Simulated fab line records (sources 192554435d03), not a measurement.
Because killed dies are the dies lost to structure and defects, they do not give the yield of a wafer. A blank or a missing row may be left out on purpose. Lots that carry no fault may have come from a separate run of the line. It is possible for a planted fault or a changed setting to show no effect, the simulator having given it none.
The tool behind it: which one? -- flow n5_finfet -- 12 lots, 36 wafers sampled, at 1 step of a route of 1938

== WHAT EACH GAUGE READ, for each wafer ==
N5_BEOL_M3_CD_MEAS_28: target cd 25.7 nm, target cd y 23.3 nm.
lot,measured,on,cd_nm (nm)
L075,day 7 06:10,cd_sem-01,25.78 25.09 25.71
L077,day 7 13:44,cd_sem-03,25.81 25.77 25.40
L079,day 8 08:42,cd_sem-01,25.34 25.77 25.39
L081,day 8 17:09,cd_sem-03,25.47 25.85 25.48
L083,day 9 14:26,cd_sem-03,25.73 25.64 25.68
L085,day 9 18:32,cd_sem-01,25.88 26.03 25.29
L087,day 10 04:04,cd_sem-03,25.58 25.54 25.55
L089,day 10 17:13,cd_sem-03,25.87 26.13 25.97
L091,day 11 14:43,cd_sem-03,25.35 26.01 25.29
L093,day 11 23:00,cd_sem-03,25.75 25.61 25.70
L095,day 12 05:37,cd_sem-03,25.67 26.04 25.69
L096,day 13 00:19,cd_sem-02,25.69 25.81 26.11

== EACH LOT AND THE TOOL THAT RAN IT (in order: tool; ch and the chambers of the sampled wafers; start) ==
Before these readings, the record contains no process step.

== THE ANSWER, worked out from the rows above alone ==
Rule: usual is defined by the lots themselves. The widest of any qualifying gaps counts: lots, ordered by their means at a reading, are off when they make up no more than a third of the lots, leave a main group of 4 or more, and stand apart from it by 3 or more times the standard deviation of that group's means. The tables above print the reading to a certain number of digits; a main group whose means all agree to those digits is not used. A lot without any number at a reading at which 4 lots or more have one is off too. Any other lot the step has rows for is counted as sound.
No lot is off at any reading shown: from this, nothing can be told.

== WHAT THE SIMULATOR HAD INSERTED ==
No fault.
